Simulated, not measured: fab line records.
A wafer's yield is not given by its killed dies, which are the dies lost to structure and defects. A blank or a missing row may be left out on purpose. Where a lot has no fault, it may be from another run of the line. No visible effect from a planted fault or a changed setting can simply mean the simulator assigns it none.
Matching of chambers || flow nandHarc || rieSi-05 running NHARC_A_DECK1_JOINT_ETCHBACK_07: 4 sister chambers
The step etches the open film in HBr, target depth 105 nm, time 26.9 s. 4 wafers are shown with their chamber, then 10 later ones without.

== EACH WAFER AND ITS CHAMBER ==
{"wafer": "L087.3", "chamber": 1, "drypumpMotorCurrentA (A)": 5.7}
{"wafer": "L089.5", "chamber": 3, "drypumpMotorCurrentA (A)": 5.0}
{"wafer": "L092.1", "chamber": 2, "drypumpMotorCurrentA (A)": 6.0}
{"wafer": "L092.3", "chamber": 0, "drypumpMotorCurrentA (A)": 5.5}

== WAFERS WHOSE CHAMBER IS MISSING ==
{"wafer": "L092.4", "drypumpMotorCurrentA (A)": 5.7}
{"wafer": "L095.1", "drypumpMotorCurrentA (A)": 5.0}
{"wafer": "L095.2", "drypumpMotorCurrentA (A)": 5.9}
{"wafer": "L095.5", "drypumpMotorCurrentA (A)": 5.9}
{"wafer": "L096.1", "drypumpMotorCurrentA (A)": 5.0}
{"wafer": "L096.4", "drypumpMotorCurrentA (A)": 5.7}
{"wafer": "L096.6", "drypumpMotorCurrentA (A)": 5.5}
{"wafer": "L097.1", "drypumpMotorCurrentA (A)": 5.7}
{"wafer": "L097.3", "drypumpMotorCurrentA (A)": 6.0}
{"wafer": "L097.5", "drypumpMotorCurrentA (A)": 5.7}

== CHAMBER TAKEN BY EACH ==
{"wafer": "L092.4", "from the rows above": 1, "in truth": 1}
{"wafer": "L095.1", "from the rows above": 3, "in truth": 3}
{"wafer": "L095.2", "from the rows above": 2, "in truth": 2}
{"wafer": "L095.5", "from the rows above": 2, "in truth": 2}
{"wafer": "L096.1", "from the rows above": 3, "in truth": 3}
{"wafer": "L096.4", "from the rows above": 1, "in truth": 1}
{"wafer": "L096.6", "from the rows above": 0, "in truth": 0}
{"wafer": "L097.1", "from the rows above": 1, "in truth": 1}
{"wafer": "L097.3", "from the rows above": 2, "in truth": 2}
{"wafer": "L097.5", "from the rows above": 1, "in truth": 1}
10 of 10 placed correctly. Not placeable from these rows: 0. Wrongly placed: 0.
How it was worked out, from the rows above alone: a wafer's distance from a chamber is the root of the sum, over the readings, of the square of ((its reading less the chamber's mean) divided by the reading's scatter). The wafer belongs to the nearest chamber; if the next one is less than 2 further off, it can't be placed. For every chamber, the mean is computed from those of its wafers that are shown. The scatter: root of mean squared gap, hidden wafer to nearest shown wafer, with one shown wafer a chamber.
